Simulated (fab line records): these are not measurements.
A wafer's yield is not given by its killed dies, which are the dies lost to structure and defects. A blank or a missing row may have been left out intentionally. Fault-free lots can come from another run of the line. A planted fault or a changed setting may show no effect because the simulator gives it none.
What tool caused it? + flow nand-harc + 12 lots, 36 wafers sampled, at 2 steps of a route of 1302

== WHAT THE GAUGES READ, wafer by wafer ==
NHARC_P_STI_INSPECT_11.
| lot  | measured     | on                | raw-defect-count |
|------|--------------|-------------------|------------------|
| L075 | day 3 09:03  | defect-inspect-02 | 4 6 6            |
| L077 | day 4 00:16  | defect-inspect-02 | 0 5 3            |
| L079 | day 4 23:50  | defect-inspect-02 | 4 8 13           |
| L081 | day 5 17:31  | defect-inspect-01 | 2 5 5            |
| L083 | day 6 18:17  | defect-inspect-01 | 5 2 5            |
| L085 | day 7 09:27  | defect-inspect-01 | 4 2 5            |
| L087 | day 8 06:06  | defect-inspect-02 | 9 1 3            |
| L089 | day 9 02:58  | defect-inspect-01 | 11 7 6           |
| L091 | day 9 21:14  | defect-inspect-02 | 5 5 4            |
| L093 | day 10 19:05 | defect-inspect-01 | 8 6 3            |
| L095 | day 11 15:32 | defect-inspect-02 | 7 5 8            |
| L097 | day 12 09:47 | defect-inspect-02 | 11 4 3           |

== WHAT TOOL EACH LOT RAN ON (gives the tool, then ch and the chambers of the sampled wafers, and finally the start) ==
| lot  | NHARC_P_ZERO_WELL_DESCUM_26        |
|------|------------------------------------|
| L075 | rie-diel-03 ch 1,2,3, day 2 08:30  |
| L077 | rie-diel-03 ch 0,1, day 3 04:39    |
| L079 | rie-diel-13 ch 0,2,3, day 4 02:47  |
| L081 | rie-diel-01 ch 0,2, day 4 20:45    |
| L083 | rie-diel-13 ch 0,3, day 5 16:46    |
| L085 | rie-diel-13 ch 0,3, day 6 12:50    |
| L087 | rie-diel-03 ch 1,2, day 7 09:04    |
| L089 | rie-diel-03 ch 1,2,3, day 8 04:46  |
| L091 | rie-diel-01 ch 0,1,2, day 9 01:04  |
| L093 | rie-diel-13 ch 1,2, day 9 20:37    |
| L095 | rie-diel-03 ch 1,2,3, day 10 16:49 |
| L097 | rie-diel-03 ch 0,1, day 11 12:44   |
- NHARC_P_ZERO_WELL_DESCUM_26: chemistry O2, time 3 s.

== THE ANSWER, worked out from the rows above alone ==
Rule: the usual values come from the lots themselves. The widest of any qualifying gaps counts: lots, ordered by their means at a reading, are off when they make up no more than a third of the lots, leave a main group of 4 or more, and stand apart from it by 3 or more times the standard deviation of that group's means. A main group is skipped when, at the precision printed for the reading in the tables above, its means are all equal. Also off: a lot with no number at a reading for which 4 or more lots have one. Where the step has rows for the other lots, those lots are counted as sound.
No lot is off on any of the readings shown, so nothing can be concluded from this.

== WHAT WAS PUT IN BY THE SIMULATOR ==
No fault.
